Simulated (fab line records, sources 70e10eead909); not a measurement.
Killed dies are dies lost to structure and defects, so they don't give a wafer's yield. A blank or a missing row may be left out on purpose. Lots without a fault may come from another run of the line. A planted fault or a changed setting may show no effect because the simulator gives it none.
Which tool did it? | flow nand_harc | 14 lots, 42 wafers sampled, at 5 steps of a route of 1302

WHAT THE GAUGES READ, wafer by wafer
NHARC_END_SORT_01.
lot  | measured     | on        | killed_at_array | killed_at_other | killed_at_periphery | killed_dies | killed_open | killed_short
L558 | day 31 03:48 | prober-01 | 51 39 45        | 1 2 4           | 39 96 39            | 91 137 88   | 2 4 3       | 2 1 2
L559 | day 30 23:26 | prober-02 | 35 51 74        | 0 0 0           | 68 95 35            | 103 146 109 | 4 0 1       | 1 3 3

WHICH TOOL RAN EACH LOT (tool, then ch and the chambers of the sampled wafers, then the start)
lot  | NHARC_P_CONTACT_PRE_CLEAN_39 | NHARC_THIN_TSV_PVD_51                   | NHARC_THIN_TSV_DEGAS_53      | NHARC_THIN_TSV_DESCUM_35
L542 | pvd_sputter-02, day 6 01:51  | pvd_sputter-01, day 23 21:21 or earlier | pvd_sputter-02, day 23 21:21 | rie_diel-05 ch 0,3, day 23 22:38
L543 | pvd_sputter-01, day 6 02:02  | pvd_sputter-03, day 24 19:47 or earlier | pvd_sputter-01, day 24 19:47 | rie_diel-03 ch 2,3, day 24 21:06
L544 | pvd_sputter-03, day 6 14:14  | pvd_sputter-02, day 24 15:04 or earlier | pvd_sputter-02, day 24 15:04 | rie_diel-05 ch 0,1,2, day 24 16:14
L545 | pvd_sputter-02, day 7 03:22  | pvd_sputter-03, day 24 16:27 or earlier | pvd_sputter-03, day 24 16:27 | rie_diel-03 ch 1,3, day 24 17:46
L547 | pvd_sputter-03, day 7 22:38  | pvd_sputter-01, day 25 14:07 or earlier | pvd_sputter-02, day 25 14:07 | rie_diel-03 ch 1,2,3, day 25 15:25
L548 | pvd_sputter-01, day 8 12:08  | pvd_sputter-01, day 26 08:56 or earlier | pvd_sputter-03, day 26 08:56 | rie_diel-10 ch 0,1, day 26 10:15
L549 | pvd_sputter-03, day 8 17:45  | pvd_sputter-01, day 26 07:45 or earlier | pvd_sputter-02, day 26 07:45 | rie_diel-10 ch 0,1,2, day 26 09:04
L550 | pvd_sputter-03, day 9 09:59  | pvd_sputter-01, day 27 02:02 or earlier | pvd_sputter-01, day 27 02:02 | rie_diel-10 ch 0,1, day 27 03:19
L551 | pvd_sputter-01, day 9 15:22  | pvd_sputter-01, day 27 00:51 or earlier | pvd_sputter-02, day 27 00:51 | rie_diel-05 ch 0,1,3, day 27 02:09
L552 | pvd_sputter-02, day 10 08:05 | pvd_sputter-01, day 28 00:32 or earlier | pvd_sputter-01, day 28 00:32 | rie_diel-05 ch 0,1, day 28 01:50
L554 | pvd_sputter-02, day 10 21:23 | pvd_sputter-03, day 29 02:28 or earlier | pvd_sputter-03, day 29 02:28 | rie_diel-10 ch 1,2,3, day 29 03:46
L558 | pvd_sputter-03, day 12 20:17 | pvd_sputter-01, day 30 14:02 or earlier | pvd_sputter-01, day 30 14:02 | rie_diel-10 ch 0,1, day 30 15:20
L559 | pvd_sputter-03, day 13 05:41 | pvd_sputter-03, day 30 09:31 or earlier | pvd_sputter-01, day 30 09:31 | rie_diel-10 ch 0,1,2, day 30 10:50
L563 | pvd_sputter-02, day 14 15:25 | pvd_sputter-01, day 32 16:41 or earlier | pvd_sputter-03, day 32 16:41 | rie_diel-10 ch 0,1,3, day 32 17:53
- NHARC_P_CONTACT_PRE_CLEAN_39: time 19.5 s.
- NHARC_THIN_TSV_PVD_51: deposits Cu, target thk 100 nm.
- NHARC_THIN_TSV_DEGAS_53: time 60 s.
- NHARC_THIN_TSV_DESCUM_35: chemistry O2, time 3 s.

WHAT THE TOOLS THEMSELVES READ (means of the sampled wafers that have a number; where no wafer has one, the mark that the record gives instead)
NHARC_THIN_TSV_PVD_51.
lot  | tool           | throttle_valve_pct (%)
L542 | pvd_sputter-01 | 31.1
L543 | pvd_sputter-03 | 30.1
L544 | pvd_sputter-02 | 31.0
L545 | pvd_sputter-03 | 30.1
L547 | pvd_sputter-01 | 30.7
L548 | pvd_sputter-01 | 30.5
L549 | pvd_sputter-01 | 30.4
L550 | pvd_sputter-01 | 30.4
L551 | pvd_sputter-01 | 30.2
L552 | pvd_sputter-01 | 31.3
L554 | pvd_sputter-03 | 30.6
L558 | pvd_sputter-01 | 30.4
L559 | pvd_sputter-03 | 29.5
L563 | pvd_sputter-01 | 30.1

NHARC_THIN_TSV_DEGAS_53.
lot  | tool           | heater_power_w (W)
L542 | pvd_sputter-02 | 417
L543 | pvd_sputter-01 | 387
L544 | pvd_sputter-02 | 399
L545 | pvd_sputter-03 | 448
L547 | pvd_sputter-02 | 420
L548 | pvd_sputter-03 | 461
L549 | pvd_sputter-02 | 440
L550 | pvd_sputter-01 | 417
L551 | pvd_sputter-02 | 414
L552 | pvd_sputter-01 | 412
L554 | pvd_sputter-03 | 458
L558 | pvd_sputter-01 | 398
L559 | pvd_sputter-01 | 438
L563 | pvd_sputter-03 | 449

NHARC_THIN_TSV_DESCUM_35.
lot  | tool        | drypump_motor_current_A (A) | oes_product_au (a.u.) | rf_vpp_V (V) | showerhead_plenum_p_Torr (Torr) | throttle_valve_pct (%)
L542 | rie_diel-05 | 5.47                        | 1.006                 | 57.7         | 1.86                            | 11.303
L543 | rie_diel-03 | 5.53                        | 1.012                 | 57.8         | 1.88                            | 11.309
L544 | rie_diel-05 | 5.77                        | 1.010                 | 57.5         | 1.84                            | 11.314
L545 | rie_diel-03 | 5.66                        | 1.012                 | 57.0         | 1.91                            | 11.309
L547 | rie_diel-03 | 5.45                        | 1.008                 | 56.8         | 1.87                            | 11.321
L548 | rie_diel-10 | 5.41                        | 1.003                 | 57.4         | 1.98                            | 11.312
L549 | rie_diel-10 | 5.40                        | 1.008                 | 57.8         | 1.92                            | 11.312
L550 | rie_diel-10 | 5.42                        | 0.999                 | 58.7         | 1.98                            | 11.314
L551 | rie_diel-05 | 5.64                        | 1.010                 | 57.7         | 1.86                            | 11.304
L552 | rie_diel-05 | 5.67                        | 1.006                 | 58.0         | 1.86                            | 11.313
L554 | rie_diel-10 | 5.59                        | 1.009                 | 57.4         | 1.95                            | 11.316
L558 | rie_diel-10 | 5.43                        | 1.018                 | 58.2         | 1.98                            | 11.309
L559 | rie_diel-10 | 5.40                        | 1.009                 | 57.8         | 1.92                            | 11.315
L563 | rie_diel-10 | 5.45                        | 1.004                 | 58.6         | 1.93                            | 11.318

THE ANSWER, worked out from the rows above alone
Rule: what is usual is taken from the lots themselves. Put in order of their means at a reading, lots are off if they are a third of the lots or fewer, leave a main group of 4 or more, and stand apart from it by a gap of 3 or more times the standard deviation of the main group's means; of several such gaps the widest counts. A main group whose means are all the same, to the digits that the tables above print for the reading, isn't used. A lot without any number at a reading at which 4 lots or more have one is off too. The other lots that the step has rows for count as sound. The gauges are gone through in route order, then the tools' own readings, and for those a lot's mean is taken as printed above. The first step at which some lot is off is used, and at that step the reading that is off furthest; a lot without a number counts as furthest.
No lot is off at any reading shown: from this, nothing can be told.

WHAT THE SIMULATOR HAD PUT IN
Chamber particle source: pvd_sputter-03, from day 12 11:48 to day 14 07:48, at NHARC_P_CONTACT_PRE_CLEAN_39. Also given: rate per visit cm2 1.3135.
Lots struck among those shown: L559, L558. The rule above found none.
